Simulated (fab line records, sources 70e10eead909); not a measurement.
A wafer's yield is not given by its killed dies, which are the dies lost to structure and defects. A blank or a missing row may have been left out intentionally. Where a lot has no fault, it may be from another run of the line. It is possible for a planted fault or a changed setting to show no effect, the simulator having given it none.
Struck lot and sound lot, side by side | flow nandHarc | 13 out of 1302 route steps
Sound: these wafers, L837.2, L837.4, L837.6. Struck: wafer L854.6 (left out: L854.2, L854.5 of the same lot, which were not struck); the cause appears at the end.
Each step with rows lists, per side, the tool, then ch with its chambers, then its first start. Under that, the readings that differ: sound wafers | struck wafers | difference of the means | sigmas: that difference in standard deviations of wafers without a fault.
alike: same words and numbers on both sides, and readings whose means sit less than 2 such deviations apart. not compared: any withheld reading, any reading some wafer has no value for, any bound like >300 that may hide the same value, and any number with overlapping values for which the record gives no deviation.
The two part at a step that has a row with sigmas, a row that says differs or no value, or rows on one side only. Numbers that have no deviation but don't overlap get no sigmas and don't part them. A reading missing from all wafers of one side parts the sides only when that side holds two or more wafers.

first, 2 steps without rows for these wafers: NHARC_A_STAIRCASE_TRIM_191 (chemistry O2, time 211.2 s); NHARC_A_STAIRCASE_ETCH_192 (etches the open film in C4F8/O2, target depth 100 nm, time 40.5 s).
NHARC_A_STAIRCASE_TRIM_193: chemistry O2, time 211.2 s.
  sound: rieDiel-13 ch 0,1,2; struck: rieDiel-05 ch 1
  alike: drypumpMotorCurrentA, oesProductAu, rfVppV, showerheadPlenumPTorr, throttleValvePct
  not compared: rfHoursCounterH
then, 4 steps without rows for these wafers: NHARC_A_STAIRCASE_ETCH_194 (etches the open film in C4F8/O2, target depth 100 nm, time 40.5 s); NHARC_A_STAIRCASE_TRIM_196 (chemistry O2, time 211.2 s); NHARC_A_STAIRCASE_ETCH_197 (etches the open film in C4F8/O2, target depth 100 nm, time 40.5 s); NHARC_A_STAIRCASE_TRIM_198 (chemistry O2, time 211.2 s).
NHARC_A_STAIRCASE_ETCH_199: etches the open film in C4F8/O2, target depth 100 nm, time 40.5 s.
  sound: rieDiel-13 ch 1,2; struck: rieDiel-08 ch 1
  alike: oesProductAu, rfFwdPowerW, rfVppV
  not compared: rfHoursCounterH
NHARC_A_STAIRCASE_TRIM_200: chemistry O2, time 211.2 s.
  sound: rieDiel-13 ch 0,1,2; struck: rieDiel-08 ch 2
  alike: drypumpMotorCurrentA, oesProductAu, rfVppV, showerheadPlenumPTorr, throttleValvePct
  not compared: rfHoursCounterH
NHARC_A_STAIRCASE_ETCH_201: etches the open film in C4F8/O2, target depth 100 nm, time 40.5 s.
  sound: rieDiel-13 ch 1,3; struck: rieDiel-08 ch 1
reading         | sound             | struck | difference | sigmas
rfFwdPowerW (W) | 594.0 590.1 591.4 | 596.5  | +4.7       | +2
rfVppV (V)      | 903 891 902       | 887    | -12        | -2
  alike: oesProductAu
  not compared: rfHoursCounterH
NHARC_A_STAIRCASE_TRIM_202: chemistry O2, time 211.2 s.
  sound: rieDiel-13 ch 0,3; struck: rieDiel-08 ch 3
  alike: drypumpMotorCurrentA, oesProductAu, rfVppV, showerheadPlenumPTorr, throttleValvePct
  not compared: rfHoursCounterH
NHARC_A_STAIRCASE_ETCH_203: etches the open film in C4F8/O2, target depth 100 nm, time 40.5 s.
  sound on rieDiel-13 ch 1,2, day 15 21:17; struck on rieDiel-08 ch 0, day 23 05:44
reading             | sound             | struck | difference | sigmas
oesProductAu (a.u.) | 0.949 0.943 0.956 | 0.857  | -0.092     | -6
rfFwdPowerW (W)     | 597.7 594.7 594.7 | 499.0  | -96.7      | -40
  alike: rfVppV
  not compared: rfHoursCounterH
following that, these wafers have no rows for 1 step: NHARC_END_SORT_01.

== WHERE THEY PART ==
First at NHARC_A_STAIRCASE_ETCH_201; last, within this record, at NHARC_A_STAIRCASE_ETCH_203.

WHY: what the simulator had put in
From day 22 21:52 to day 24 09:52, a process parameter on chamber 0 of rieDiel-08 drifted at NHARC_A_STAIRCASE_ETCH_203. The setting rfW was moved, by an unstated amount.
